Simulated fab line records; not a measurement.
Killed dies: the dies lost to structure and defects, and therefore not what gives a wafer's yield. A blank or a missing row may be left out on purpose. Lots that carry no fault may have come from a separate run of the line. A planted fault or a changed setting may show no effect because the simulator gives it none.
Struck lot and sound lot, side by side -- flow n5Finfet -- 41 steps out of a route of 1938
Sound: wafers L219.1, L219.3, L219.4. Wafers L234.3, L234.4, L234.5 were the ones struck. The cause is named last.
For every step that has rows: the tool of each side, followed by ch and its chambers, followed by its first start. Under that, the readings that differ: sound wafers -- struck wafers -- difference of the means -- sigmas: that difference in standard deviations of wafers without a fault.
alike: a reading whose means differ by less than 2 such deviations, as well as words and numbers matching on both sides. not compared: withheld readings; readings where some wafer has no value; bounds like >300 that might hide an equal value; numbers whose values overlap and for which the record gives no deviation.
The two part at a step that has a row with sigmas, a row that says differs or no value, or rows on one side only. Numbers that don't overlap but have no deviation are shown without sigmas and don't part them. A reading missing from all wafers of one side parts the sides only when that side holds two or more wafers.

first, 7 steps without rows for these wafers: N5_HKMG_FIN_COAT_30 (time 60 s, resist thk 35 nm); N5_HKMG_FIN_COAT_06 (resist thk 90 nm); N5_HKMG_FIN_EBR_08; N5_HKMG_FIN_SOFTBAKE_07 (time 60 s); N5_HKMG_FIN_EXPOSE_09 (exposes mask NWFM); N5_HKMG_FIN_PEB_10 (peb time 60 s); N5_HKMG_FIN_DEVELOP_11 (develop time 30 s).
N5_HKMG_FIN_CD_MEAS_12: the cd target is 92.8 nm.
  sound on cdSem-02 ch 0, day 4 14:03; struck on cdSem-01 ch 0, day 8 01:38
  alike: cdNm
N5_HKMG_FIN_OVL_MEAS_13:
  sound on overlay-02 ch 0, day 4 14:05; struck on overlay-02 ch 0, day 8 01:40
  alike: NWFM_OVL
N5_HKMG_FIN_INSPECT_14: inspects for defects (macro).
  struck on defectInspect-01, day 8 01:41; sound on defectInspect-01, day 4 14:06
  alike: rawDefectCount
N5_HKMG_FIN_DESCUM_17: chemistry O2, time 7.9 s.
  sound on rieDiel-02 ch 0,2,3, day 4 14:08; struck on rieDiel-02 ch 0,1, day 8 01:43
  alike: drypumpMotorCurrentA, oesProductAu, rfVppV, showerheadPlenumPTorr, throttleValvePct
  not compared: rfHoursCounterH
then, 1 step without rows for these wafers: N5_HKMG_FIN_ETCH_31 (etches SiARC in CF4, target depth 45.5 nm, time 75.8 s).
N5_HKMG_FIN_ETCH_32: etches SOC in N2/H2, target depth 240 nm, time 300 s.
  sound on rieDiel-02 ch 0,2,3, day 4 14:14; struck on rieDiel-02 ch 0,1, day 8 01:48
  alike: drypumpMotorCurrentA, oesProductAu, rfVppV, showerheadPlenumPTorr, throttleValvePct
  not compared: rfHoursCounterH
then, 3 steps without rows for these wafers: N5_HKMG_FIN_STRIP_33 (strips in N2/H2); N5_HKMG_FIN_STRIP_34 (strips in CF4); N5_HKMG_FIN_ETCH_35 (etches SOC in N2/H2, target depth 215.8 nm, time 243.4 s).
N5_HKMG_FIN_STRIP_92: strips SOC in N2/H2, time 20 s.
  sound on rieDiel-02 ch 0,2,3, day 4 14:35; struck on rieDiel-02 ch 0,1, day 8 02:10
  alike: drypumpMotorCurrentA, oesProductAu, rfVppV, showerheadPlenumPTorr, throttleValvePct
  not compared: rfHoursCounterH
then, 1 step without rows for these wafers: N5_HKMG_FIN_WET_ETCH_18 (etches TiN in SC1, time 55 s, target depth 5.2 nm, rinse time 30 s).
N5_HKMG_FIN_STRIP_19: strips in N2/H2, time 360 s.
  sound on plasmaAsher-01 ch 0,1, day 4 14:44; struck on plasmaAsher-02 ch 0,1, day 8 02:26
  alike: drypumpMotorCurrentA, heaterPowerW
  not compared: rfHoursCounterH
then, 14 steps without rows for these wafers: N5_HKMG_FIN_ALD_91 (deposits TiN, target thk 1 nm, pulse time 1 s, purge time 3 s); N5_HKMG_FIN_COAT_85 (time 60 s, resist thk 300 nm); N5_HKMG_FIN_ETCH_86 (etches SOC in N2/H2, stops on TiN, target depth 393.2 nm); N5_HKMG_FIN_STRIP_89 (strips SOC in N2/H2, time 20 s); N5_HKMG_FIN_WET_ETCH_87 (etches TiN in SC1, time 154.2 s, target depth 4.7 nm, rinse time 30 s); N5_HKMG_FIN_STRIP_88 (strips in N2/H2, time 360 s); N5_HKMG_FIN_NWFM_ALD_20 (deposits TiAlC, target thk 2 nm, pulse time 3 s, purge time 2 s); N5_HKMG_FIN_ALD_71 (deposits TiN, target thk 1 nm, pulse time 1 s, purge time 3 s); N5_HKMG_FIN_COAT_66 (time 60 s, resist thk 300 nm); N5_HKMG_FIN_ETCH_67 (etches SOC in N2/H2, stops on TiN, target depth 388.9 nm); N5_HKMG_FIN_STRIP_90 (strips SOC in N2/H2, time 20 s); N5_HKMG_FIN_WET_ETCH_73 (etches the open film in SC1, time 42.3 s, target depth 1.3 nm, rinse time 30 s); N5_HKMG_FIN_ETCHBACK_68 (etches the open film in Cl2/Ar, stops on HfO2, target depth 0.5 nm); N5_HKMG_FIN_STRIP_69 (strips in N2/H2, time 360 s).
N5_HKMG_FIN_ALD_21: deposits TiN, target thk 1.5 nm, pulse time 1 s, purge time 3 s.
  sound on aldMetal-02 ch 1,2,3, day 4 17:16; struck on aldMetal-03 ch 0,2, day 8 04:51
  alike: heaterPowerW, precursorPulseHeightRel
  not compared: sinceWetCleanH
then, 4 steps without rows for these wafers: N5_HKMG_FIN_ALD_72 (deposits W, target thk 2 nm, pulse time 1 s, purge time 2 s); N5_HKMG_FIN_W_FILL_22 (material W, target thk 60 nm, time 18.2 s); N5_HKMG_FIN_PRECLEAN_83 (cleans in DIW, time 57.5 s); N5_HKMG_FIN_SRD_84 (dry time 32 s).
N5_HKMG_FIN_CMP_23: polishes, stops on SiNx, t overpolish 10 s, target thk 46.326 nm.
  sound on cmp-01 ch 1,2,3, day 4 17:53; struck on cmp-04 ch 0,2,3, day 8 05:28
  alike: motorCurrentA, overpolishRunS, timeToEndpointS
then, 1 step without rows for these wafers: N5_HKMG_FIN_CMP_94 (polishes, stops on SiNx, t overpolish 4.7 s, target thk 43.299 nm).
-- the record jumps here: 9 days lie between the struck wafers' starts before and after (it left off in module HKMG_FIN and takes up again in module PASSIVATION, whose first step shown is number 1936 of the route) --
N5_PASSIVATION_PROBE_49:
  the record has rows for the struck wafers here (prober-02, day 17 11:47) and none for the sound ones

WHERE THEY PART
Only at N5_PASSIVATION_PROBE_49, within this record.

WHY: what had been put in by the simulator
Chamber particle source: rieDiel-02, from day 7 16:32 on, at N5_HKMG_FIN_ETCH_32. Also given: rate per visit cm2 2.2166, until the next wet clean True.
